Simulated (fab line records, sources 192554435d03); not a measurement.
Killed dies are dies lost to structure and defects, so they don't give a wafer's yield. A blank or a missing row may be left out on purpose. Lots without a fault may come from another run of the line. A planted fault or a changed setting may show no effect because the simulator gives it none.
Split-lot experiment | flow n5_finfet | 7 lots, 21 wafers read, on a route of 1938 steps

THE SPLIT
At N5_BEOL_M1_ILD_DEP_00 (deposits SiOC from DEMS/O2, target thk 79 nm, time 15.3 s), the setting time_s was moved away from the recipe's 15.3 s on 7 of the 21 wafers read, by -8.7% to +13.9%. The other wafers ran this setting at the recipe's value.

The file shows no step between the split and the reading.

THE READING
M1_ILD_THK, in nm, at N5_BEOL_M1_THK_MEAS_01. Fault-free wafers of this fab line usually give 79.0 nm, standard deviation 1.1 nm.

wafer  | tool, chamber at the split | time_s as run, s | against the recipe | M1_ILD_THK, nm | against lot-mates on the recipe
L075.2 | pecvd-04, 0                | 13.97            | -8.7%              | 71.2           | -7.5
L075.5 | pecvd-04, 1                | 15.3             | recipe             | 78.7           | -
L075.6 | pecvd-04, 0                | 13.97            | -8.7%              | 72.0           | -6.7
L081.1 | pecvd-02, 0                | 16.76            | +9.5%              | 85.1           | +4.8
L081.2 | pecvd-02, 2                | 15.3             | recipe             | 79.2           | -
L081.5 | pecvd-02, 2                | 15.3             | recipe             | 81.3           | -
L084.2 | pecvd-03, 1                | 15.3             | recipe             | 77.3           | -
L084.3 | pecvd-03, 2                | 15.3             | recipe             | 77.2           | -
L084.6 | pecvd-03, 1                | 16.25            | +6.2%              | 83.3           | +6.0
L086.2 | pecvd-04, 0                | 15.3             | recipe             | 77.3           | -
L086.3 | pecvd-04, 0                | 15.3             | recipe             | 78.6           | -
L086.6 | pecvd-04, 1                | 15.3             | recipe             | 79.1           | -
L090.2 | pecvd-02, 2                | 15.3             | recipe             | 79.5           | -
L090.5 | pecvd-02, 1                | 15.3             | recipe             | 79.8           | -
L090.6 | pecvd-02, 0                | 17.42            | +13.9%             | 91.3           | +11.6
L091.2 | pecvd-02, 0,1              | 15.3             | recipe             | 78.5           | -
L091.3 | pecvd-02, 0,1              | 15.3             | recipe             | 78.5           | -
L091.5 | pecvd-02, 2                | 15.93            | +4.1%              | 83.7           | +5.2
L097.1 | pecvd-03, 1                | 15.3             | recipe             | 78.1           | -
L097.2 | pecvd-03, 2                | 15.3             | recipe             | 76.7           | -
L097.4 | pecvd-03, 2                | 16.36            | +6.9%              | 83.4           | +6.0
Where a row lists several chambers, the file gives one row for several wafers and doesn't say which wafer went through which chamber.

THE FIT
A straight line over all 21 wafers: M1_ILD_THK changes by +0.824 nm for each +1% of time_s; r = +0.96; the points scatter about the line by 1.2 nm.
The same after taking each lot's own level away (the mean of its wafers on the recipe; 21 wafers): +0.801 nm for each +1%; r = +0.97; scatter 0.98 nm.
On that fit, the largest move of time_s shifts the reading by 11 nm.
The lots' own levels span 77.25 to 80.25 nm, that is 2.7 times the standard deviation above.
So the lot-to-lot level changes the slope little: the two slopes agree.
Check: with one of the wafers moved furthest among these (+13.9%) left out of the fit, the line predicts +10.8 nm for it against its lot-mates. It came out at +11.6 nm against them.

OTHER SPLITS ON THESE WAFERS
These wafers also went through other splits before the reading. Each is held against what the fit with the lots' levels taken away leaves over:
other split on the same wafers               | wafers away from the commonest value | r with M1_ILD_THK (lot level and that fit taken away)
N5_SDB_STRIP_22 power_w                      | 7                                    | -0.09
N5_HKMG_FIN_ETCH_54 source_w                 | 7                                    | +0.15
N5_MOL_CONTACT_COAG_CONTACT_ETCH_14 source_w | 2                                    | +0.42
N5_MOL_CONTACT_COAG_COAT_64 spin_rpm         | 7                                    | -0.32
N5_BEOL_M0_SAQP_SPACER1_ALD_98 ald_cycles    | 4                                    | +0.21
N5_BEOL_M0_SAQP_ETCH_107 bias_w              | 7                                    | -0.23
N5_BEOL_M0_DEP_125 time_s                    | 10                                   | +0.23

THE WHOLE CHAIN: every reading that the file lists as answering this split, in the file's order
step                   | what it does                                              | reading                                                                            | change (the file's fit)               | r (the file's)
N5_BEOL_M1_ILD_DEP_00  | deposits SiOC from DEMS/O2, target thk 79 nm, time 15.3 s | SiOC_of_BEOL_M1_ILD_DEP_00.thk_nm (the simulator's own value, which no gauge read) | +0.813 nm for each +1% of the setting | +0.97
N5_BEOL_M1_THK_MEAS_01 |                                                           | M1_ILD_THK                                                                         | +0.804 for each +1% of the setting    | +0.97

THE FILE'S OWN FIT
M1_ILD_THK changes by +0.804 nm for each +1% of time_s, r = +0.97.
